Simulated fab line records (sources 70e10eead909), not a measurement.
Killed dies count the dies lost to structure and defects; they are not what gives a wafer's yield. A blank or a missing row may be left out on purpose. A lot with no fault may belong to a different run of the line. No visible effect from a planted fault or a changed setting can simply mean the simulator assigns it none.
What tool caused it? / flow nand-harc / 7 lots with 21 wafers sampled at 4 steps, on a route of 1302 steps

== WHAT THE GAUGES SHOWED, per wafer ==
NHARC_THIN_TSV_CD_MEAS_33 targets a cd of 5000 nm.
lot=L257; measured=day 24 11:36; on=cd-sem-03; cd-nm (nm)=5003 5001 5001
lot=L258; measured=day 26 01:44; on=cd-sem-03; cd-nm (nm)=5004 5004 4997
lot=L259; measured=day 27 04:31; on=cd-sem-01; cd-nm (nm)=4998 5001 4996
lot=L263; measured=day 27 06:34; on=cd-sem-01; cd-nm (nm)=5001 4999 4995
lot=L266; measured=day 29 07:34; on=cd-sem-03; cd-nm (nm)=5004 5003 5007
lot=L267; measured=day 29 08:38; on=cd-sem-02; cd-nm (nm)=5000 4999 5000
lot=L278; measured=day 33 10:49; on=cd-sem-01; cd-nm (nm)=5003 4996 4998

== EACH LOT AND THE TOOL THAT RAN IT (in order: tool; ch and the chambers of the sampled wafers; start) ==
lot=L257; NHARC_A_WL_FILL_ETCHBACK_16=rie-diel-01 ch 1,2,3, day 21 13:35; NHARC_A_M1_DEGAS_29=pvd-sputter-03, day 23 12:54; NHARC_THIN_TSV_DEGAS_49=pvd-sputter-02, day 24 08:27
lot=L258; NHARC_A_WL_FILL_ETCHBACK_16=rie-diel-05 ch 1,2, day 22 19:37; NHARC_A_M1_DEGAS_29=pvd-sputter-01, day 25 01:08; NHARC_THIN_TSV_DEGAS_49=pvd-sputter-02, day 25 22:37
lot=L259; NHARC_A_WL_FILL_ETCHBACK_16=rie-diel-12 ch 0,1,3, day 23 09:47; NHARC_A_M1_DEGAS_29=pvd-sputter-01, day 26 02:10; NHARC_THIN_TSV_DEGAS_49=pvd-sputter-03, day 27 01:22
lot=L263; NHARC_A_WL_FILL_ETCHBACK_16=rie-diel-05 ch 1,2,3, day 23 16:19; NHARC_A_M1_DEGAS_29=pvd-sputter-01, day 26 05:44; NHARC_THIN_TSV_DEGAS_49=pvd-sputter-02, day 27 03:33
lot=L266; NHARC_A_WL_FILL_ETCHBACK_16=rie-diel-01 ch 0,3, day 25 20:13; NHARC_A_M1_DEGAS_29=pvd-sputter-03, day 28 04:37; NHARC_THIN_TSV_DEGAS_49=pvd-sputter-01, day 29 04:16
lot=L267; NHARC_A_WL_FILL_ETCHBACK_16=rie-diel-01 ch 0,1,2, day 26 06:20; NHARC_A_M1_DEGAS_29=pvd-sputter-01, day 28 06:21; NHARC_THIN_TSV_DEGAS_49=pvd-sputter-03, day 29 05:31
lot=L278; NHARC_A_WL_FILL_ETCHBACK_16=rie-diel-01 ch 0,1,3, day 30 12:00; NHARC_A_M1_DEGAS_29=pvd-sputter-03, day 32 10:13; NHARC_THIN_TSV_DEGAS_49=pvd-sputter-03, day 33 07:49
- NHARC_A_WL_FILL_ETCHBACK_16: etches the open film in C4F8/O2/Ar, target depth 120 nm, time 24 s.
- NHARC_A_M1_DEGAS_29: time 60 s.
- NHARC_THIN_TSV_DEGAS_49: time 120 s.

== THE ANSWER, worked out from the rows above alone ==
Rule: the lots themselves supply what counts as usual. Put in order of their means at a reading, lots are off if they are a third of the lots or fewer, leave a main group of 4 or more, and stand apart from it by a gap of 3 or more times the standard deviation of the main group's means; of several such gaps the widest counts. A main group whose means are all the same, to the digits that the tables above print for the reading, isn't used. A lot without any number at a reading at which 4 lots or more have one is off too. Any other lot the step has rows for is counted as sound.
Nothing can be told from this: no lot is off at any reading shown.

== WHAT THE SIMULATOR HAD INSERTED ==
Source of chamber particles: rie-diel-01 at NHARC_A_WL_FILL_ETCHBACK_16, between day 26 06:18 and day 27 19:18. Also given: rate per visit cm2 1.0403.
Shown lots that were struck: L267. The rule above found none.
